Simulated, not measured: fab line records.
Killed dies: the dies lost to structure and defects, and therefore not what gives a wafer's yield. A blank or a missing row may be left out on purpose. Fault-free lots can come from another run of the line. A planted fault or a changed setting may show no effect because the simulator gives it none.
fab line records -- flow n5-finfet -- part 2 of 2: steps 25 to 31 of 31
[record] lots = 5, wafers = 15, last-day = 19
route steps=1938 shown BEOL_M5@1123
lots with no fault: from the same line, run without faults
start-h: hours from the record's opening day to when the first of the lot's shown wafers began -- wait-h: how many hours have passed since the lot's step before this one -- " repeats the value in the row above -- L1.1+2: a row that stands for several wafers -- - no value, or no start was given -- * or withheld: withheld -- < > ~ a bound
route shown NAME@n: names a module that has steps shown in the file, with the first one's number in the route -- usual: mean/standard deviation taken from wafers without a fault -- same: alike in all rows -- chamber/n: place in a boat -- sites: per-site readings -- _std_site: standard deviation of those values -- _edge_site: mean of outer sites minus mean of inner sites -- radius-mm: for every site, how far away it sits from the centre of the wafer -- mask NAME#n: copy n -- behind: the tool/chamber that last shaped the wafer -- hold: what put the lot on hold/how long, in hours/how the hold closed -- device: names the non-switching transistor (n, p or np) -- end of line: the same wafers' tests at the end of the route -- where a step has no rows: the recipe by itself -- killed: dies that structure and defects cost at the first sort, which is not the same as the wafer's yield -- map: a wafer's dies, marking killed ones x, the rest . and places with no die _
set.NAME: setting as actually run; set.NAME@STEP: the setting as run at that earlier step -- model.NAME: the simulator's own value behind a step, which no gauge read
certain route steps with their lots: each step a table, each wafer a row
services: from which hour (start-h, from the record's first day; less than 0 if before it) a tool's chamber was out of use, for how many hours, and why
[[steps]]
[step N5_BEOL_M5_DEVELOP_27]
[recipe] develop-time-s = 30, developer = TMAH, resist = CAR-EUV, rinse-liquid = surfactant-rinse, dry = air-spin, dev-temp-c = 23
lot.wafer,tool,chamber,start-h,wait-h
L074.2+3+5,litho-track-01,0,-,-
L079.2+3+5,litho-track-03,0,-,-
L085.2+3+5,litho-track-02,0,-,-
L087.3+4+6,litho-track-03,0,-,-
L094.2+5+6,litho-track-01,0,-,-
[step N5_BEOL_M5_CD_MEAS_28]
[recipe] target-cd-nm = 30.6, landing-energy-ev = 500, detector = se-inlens, target-cd-y-nm = 20, polarity = opening
[usual] cd-nm = 30.62/0.24
lot.wafer,tool,chamber,start-h,wait-h,cd-nm
L074.2,cd-sem-02,0,195.95,-,30.40
L074.3,cd-sem-02,0,195.95,-,30.70
L074.5,cd-sem-02,0,195.95,-,30.51
L079.2,cd-sem-02,0,268.41,-,30.53
L079.3,cd-sem-02,0,268.41,-,30.36
L079.5,cd-sem-02,0,268.41,-,30.69
L085.2,cd-sem-02,0,301.93,-,30.91
L085.3,cd-sem-02,0,301.93,-,30.83
L085.5,cd-sem-02,0,301.93,-,30.89
L087.3,cd-sem-03,0,302.11,-,30.32
L087.4,cd-sem-03,0,302.11,-,30.02
L087.6,cd-sem-03,0,302.11,-,31.02
L094.2,cd-sem-03,0,346.15,-,30.48
L094.5,cd-sem-03,0,346.15,-,30.49
L094.6,cd-sem-03,0,346.15,-,30.83
[step N5_BEOL_M5_OVL_MEAS_29]
[recipe] points-per-wafer = 522
[usual] V4_OVL = -0.1/0.79
[same] points-per-wafer = 522
lot.wafer,tool,chamber,start-h,wait-h,V4_OVL[nm]
L074.2,overlay-01,0,195.98,0.0,0.1
L074.3,overlay-01,0,195.98,0.0,0.5
L074.5,overlay-01,0,195.98,0.0,-0.6
L079.2,overlay-02,0,268.45,0.0,-0.7
L079.3,overlay-02,0,268.45,0.0,-1.4
L079.5,overlay-02,0,268.45,0.0,-0.7
L085.2,overlay-01,0,301.96,0.0,0.5
L085.3,overlay-01,0,301.96,0.0,-0.2
L085.5,overlay-01,0,301.96,0.0,0.5
L087.3,overlay-01,0,302.15,0.0,-0.1
L087.4,overlay-01,0,302.15,0.0,-1.3
L087.6,overlay-01,0,302.15,0.0,-0.1
L094.2,overlay-01,0,346.18,0.0,0.5
L094.5,overlay-01,0,346.18,0.0,1.1
L094.6,overlay-01,0,346.18,0.0,0.4
[step N5_BEOL_M5_INSPECT_30]
[recipe] mode = adi, inspect-instrument = brightfield
[usual] raw-defect-count = 388/100
lot.wafer,tool,chamber,start-h,wait-h,raw-defect-count
L074.2,defect-inspect-02,-,196.04,0.0,279
L074.3,defect-inspect-02,-,196.04,0.0,249
L074.5,defect-inspect-02,-,196.04,0.0,387
L079.2,defect-inspect-02,-,268.50,0.0,461
L079.3,defect-inspect-02,-,268.50,0.0,463
L079.5,defect-inspect-02,-,268.50,0.0,477
L085.2,defect-inspect-01,-,302.03,0.1,362
L085.3,defect-inspect-01,-,302.03,0.1,300
L085.5,defect-inspect-01,-,302.03,0.1,232
L087.3,defect-inspect-02,-,302.20,0.0,378
L087.4,defect-inspect-02,-,302.20,0.0,459
L087.6,defect-inspect-02,-,302.20,0.0,787
L094.2,defect-inspect-01,-,346.23,0.0,260
L094.5,defect-inspect-01,-,346.23,0.0,258
L094.6,defect-inspect-01,-,346.23,0.0,290
[step N5_BEOL_M5_DESCUM_33]
[recipe] chemistry = O2, time-s = 7, source-power-w = 50, bias-power-w = 20, pressure-mtorr = 20, rf-frequency-hz = 2.712e+07, temp-c = 40, resist = CAR-EUV, o2-flow-sccm = 225
[usual] drypump-motor-current-A = 5.4/0.38, oes-product-au = 0.78/0.1, rf-vpp-V = 242.8/1.5, showerhead-plenum-p-Torr = 2.07/0.077, throttle-valve-pct = 20.49/0.27
lot.wafer,tool,chamber,start-h,wait-h,drypump-motor-current-A,oes-product-au,rf-hours-counter-h,rf-vpp-V,showerhead-plenum-p-Torr,throttle-valve-pct
L074.2,rie-diel-06,0,196.31,0.3,4.9,0.88,32,241.4,2.06,20.26
L074.3,rie-diel-06,1,196.31,0.3,5.7,0.73,205,239.0,1.99,20.34
L074.5,rie-diel-06,3,196.31,0.3,5.3,0.74,-,243.1,2.02,20.93
L079.2,rie-diel-04,3,268.53,0.0,5.7,0.66,250,242.8,2.05,20.62
L079.3,rie-diel-04,0,268.53,0.0,5.7,0.90,38,241.7,2.07,20.32
L079.5,rie-diel-04,0,268.53,0.0,5.8,0.90,-,241.7,2.07,20.31
L085.2,rie-diel-06,1,302.18,0.2,5.7,0.71,231,240.8,1.98,20.38
L085.3,rie-diel-06,3,302.18,0.2,5.4,0.71,203,242.7,2.01,20.99
L085.5,rie-diel-06,3,302.18,0.2,5.4,0.71,-,239.3,2.01,20.97
L087.3,rie-diel-06,1,302.65,0.5,5.6,0.71,231,241.1,1.98,20.38
L087.4,rie-diel-06,2,302.65,0.5,5.2,0.69,242,244.8,2.16,20.54
L087.6,rie-diel-06,0,302.65,0.5,4.9,0.83,-,243.0,2.05,20.31
L094.2,rie-diel-02,1,346.45,0.2,6.0,0.69,206,242.2,1.97,20.11
L094.5,rie-diel-02,3,346.45,0.2,5.7,0.70,-,243.3,2.06,20.76
L094.6,rie-diel-02,0,346.45,0.2,5.5,0.93,-,242.9,2.12,20.22
[step N5_BEOL_M5_ETCH_75]
[recipe] chemistry = N2/H2, target = underlayer, target-depth-a = 65, mask-material = CAR-EUV, time-s = 5.2, ion-energy-ev = 200, pressure-mtorr = 30, source-w = 840, bias-w = 150, n2-flow-sccm = 200, h2-flow-sccm = 200, ends = cleared
[usual] drypump-motor-current-A = 5.5/0.38, etch-rf-on-time-s = 5.18/0.15, oes-product-au = 0.67/0.086, rf-vpp-V = 523/3, showerhead-plenum-p-Torr = 2.51/0.1, throttle-valve-pct = 17.88/0.24
lot.wafer,tool,chamber,start-h,wait-h,drypump-motor-current-A,etch-rf-on-time-s,oes-product-au,rf-hours-counter-h,rf-vpp-V,showerhead-plenum-p-Torr,throttle-valve-pct
L074.2,rie-diel-06,0,196.35,0.0,4.9,5.27,0.74,32,521,2.49,17.57
L074.3,rie-diel-06,1,196.35,0.0,5.7,4.98,0.64,205,523,2.40,17.67
L074.5,rie-diel-06,3,196.35,0.0,5.4,5.17,0.62,-,520,2.43,18.13
L079.2,rie-diel-04,3,268.57,0.0,5.6,5.02,0.58,250,524,2.50,18.15
L079.3,rie-diel-04,0,268.57,0.0,5.8,5.14,0.77,38,524,2.49,17.62
L079.5,rie-diel-04,0,268.57,0.0,5.8,5.07,0.78,-,521,2.49,17.59
L085.2,rie-diel-06,1,302.22,0.0,5.7,5.00,0.62,231,520,2.39,17.74
L085.3,rie-diel-06,3,302.22,0.0,5.3,5.16,0.60,203,522,2.42,18.18
L085.5,rie-diel-06,3,302.22,0.0,5.3,5.16,0.61,-,519,2.42,18.17
L087.3,rie-diel-06,1,302.69,0.0,5.6,5.03,0.61,231,521,2.39,17.73
L087.4,rie-diel-06,2,302.69,0.0,5.2,5.19,0.59,242,525,2.62,18.04
L087.6,rie-diel-06,0,302.69,0.0,4.9,5.42,0.69,-,524,2.48,17.65
L094.2,rie-diel-02,1,346.49,0.0,6.0,5.40,0.59,206,521,2.42,17.70
L094.5,rie-diel-02,3,346.49,0.0,5.7,5.17,0.60,-,522,2.50,18.22
L094.6,rie-diel-02,0,346.49,0.0,5.4,5.17,0.78,-,525,2.58,17.70
[step N5_BEOL_M5_ETCH_67]
[recipe] chemistry = CF4, target = SiARC, target-depth-a = 156, mask-material = CAR-EUV, time-s = 26, ion-energy-ev = 80, pressure-mtorr = 40, source-w = 545, bias-w = 36, Ar_flow_sccm = 100, cf4-flow-sccm = 100, ends = cleared
[usual] cf4-flow-sccm = 100.0/0.3, drypump-motor-current-A = 5.4/0.38, etch-rf-on-time-s = 26.0/0.77, oes-product-au = 0.67/0.085, rf-vpp-V = 183.7/1.3, showerhead-plenum-p-Torr = 2.11/0.077, throttle-valve-pct = 15.59/0.26
lot.wafer,tool,chamber,start-h,wait-h,cf4-flow-sccm,drypump-motor-current-A,etch-rf-on-time-s,oes-product-au,rf-hours-counter-h,rf-vpp-V,showerhead-plenum-p-Torr,throttle-valve-pct
L074.2,rie-diel-06,0,196.36,0.0,99.8,4.9,26.7,0.73,32,183.4,2.09,15.26
L074.3,rie-diel-06,1,196.36,0.0,99.8,5.7,25.1,0.63,205,181.4,2.05,15.60
L074.5,rie-diel-06,3,196.36,0.0,99.9,5.4,25.9,0.63,-,181.4,2.05,15.93
L079.2,rie-diel-04,3,268.59,0.0,99.9,5.7,25.1,0.58,250,184.3,2.09,15.79
L079.3,rie-diel-04,0,268.59,0.0,100.2,5.8,25.3,0.77,38,184.2,2.10,15.32
L079.5,rie-diel-04,0,268.59,0.0,100.0,5.8,25.4,0.77,-,184.2,2.10,15.30
L085.2,rie-diel-06,1,302.23,0.0,100.3,5.7,24.8,0.62,231,182.5,2.04,15.65
L085.3,rie-diel-06,3,302.23,0.0,99.8,5.4,25.8,0.62,203,182.6,2.04,15.98
L085.5,rie-diel-06,3,302.23,0.0,99.8,5.4,25.8,0.62,-,181.1,2.04,15.98
L087.3,rie-diel-06,1,302.71,0.0,100.5,5.7,25.3,0.62,231,182.2,2.04,15.67
L087.4,rie-diel-06,2,302.71,0.0,99.9,5.2,26.0,0.59,242,185.1,2.20,15.76
L087.6,rie-diel-06,0,302.71,0.0,100.1,4.9,27.0,0.70,-,181.9,2.08,15.31
L094.2,rie-diel-02,1,346.51,0.0,100.3,6.0,27.1,0.59,206,181.1,2.03,15.41
L094.5,rie-diel-02,3,346.51,0.0,100.2,5.7,26.3,0.60,-,182.2,2.10,15.91
L094.6,rie-diel-02,0,346.51,0.0,100.2,5.4,26.2,0.77,-,185.6,2.18,15.41
[[services]]
tool,chamber,start-h,hours,kind
euv-scanner-02,-,172.86,5.8,pm
rie-diel-02,-,179.40,1.0,repair
euv-scanner-01,-,186.34,19.1,repair
rie-diel-06,2,189.08,10.0,repair
euv-scanner-02,-,206.41,6.2,pm
euv-scanner-02,-,212.66,4.6,pm
euv-scanner-01,-,224.25,4.6,pm
rie-diel-06,2,226.76,7.4,repair
rie-diel-04,3,236.60,5.9,repair
euv-scanner-01,-,246.87,1.0,pm
rie-diel-02,-,257.06,72.1,repair
rie-diel-04,1,265.95,-,clean
rie-diel-04,1,265.95,-,consumable-replace:focus-ring
rie-diel-04,1,265.95,-,consumable-replace:showerhead
euv-scanner-02,-,266.47,1.0,pm
rie-diel-04,3,294.15,6.5,repair
euv-scanner-01,-,303.02,1.0,pm
euv-scanner-02,-,322.62,1.0,pm
rie-diel-02,-,329.20,14.6,pm
rie-diel-06,3,331.95,2.6,repair
euv-scanner-01,-,335.87,0.5,repair
rie-diel-04,-,336.59,4.8,repair
rie-diel-06,-,338.02,0.6,repair
rie-metal-02,0,341.95,3.6,repair
